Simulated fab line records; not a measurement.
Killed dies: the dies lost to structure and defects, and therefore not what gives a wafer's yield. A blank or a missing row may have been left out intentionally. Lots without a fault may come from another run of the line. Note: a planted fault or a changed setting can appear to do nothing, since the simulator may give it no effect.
Matching of chambers	flow n5-finfet	4 sister chambers for N5_HKMG_FIN_ALD_75 on ald-hk-02
The step deposits Al2O3, target thk 1 nm, co reactant pulse time 1 s. 7 wafers are shown with their chamber, then 8 later ones without.

WAFERS WITH THEIR CHAMBER
wafer	chamber	heater-power-w (W)	precursor-pulse-height-rel
L082.1	3	149	0.980
L082.3	1	173	1.023
L085.5	0	134	1.042
L086.1	2	162	1.000
L086.2	1	175	0.969
L086.3	0	130	0.983
L088.1	2	164	0.989

WAFERS WHOSE CHAMBER IS MISSING
wafer	heater-power-w (W)	precursor-pulse-height-rel
L088.3	130	0.986
L088.4	143	0.968
L089.1	133	0.988
L089.3	175	1.009
L089.6	176	1.002
L092.2	167	1.041
L092.3	173	0.987
L092.5	156	0.994

CHAMBER TAKEN BY EACH
wafer	from the rows above	in truth
L088.3	0	0
L088.4	3	3
L089.1	0	0
L089.3	1	1
L089.6	1	1
L092.2	can't be placed: 2 or 1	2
L092.3	1	1
L092.5	can't be placed: 2 or 3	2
Placed correctly: 6 of 8. These rows do not allow placing 2 (true chamber among the candidates in 2). 0 placed wrongly.
How it was worked out, from the rows above alone: a wafer's distance from a chamber is the root of the sum, over the readings, of the square of ((its reading less the chamber's mean) divided by the reading's scatter). The wafer belongs to the nearest chamber; if the next one is less than 2 further off, it can't be placed. A chamber's mean is the mean of its shown wafers. The scatter: the root of (the sum of the squares of (reading less its chamber's mean) over the shown wafers, divided by (wafers less chambers)).
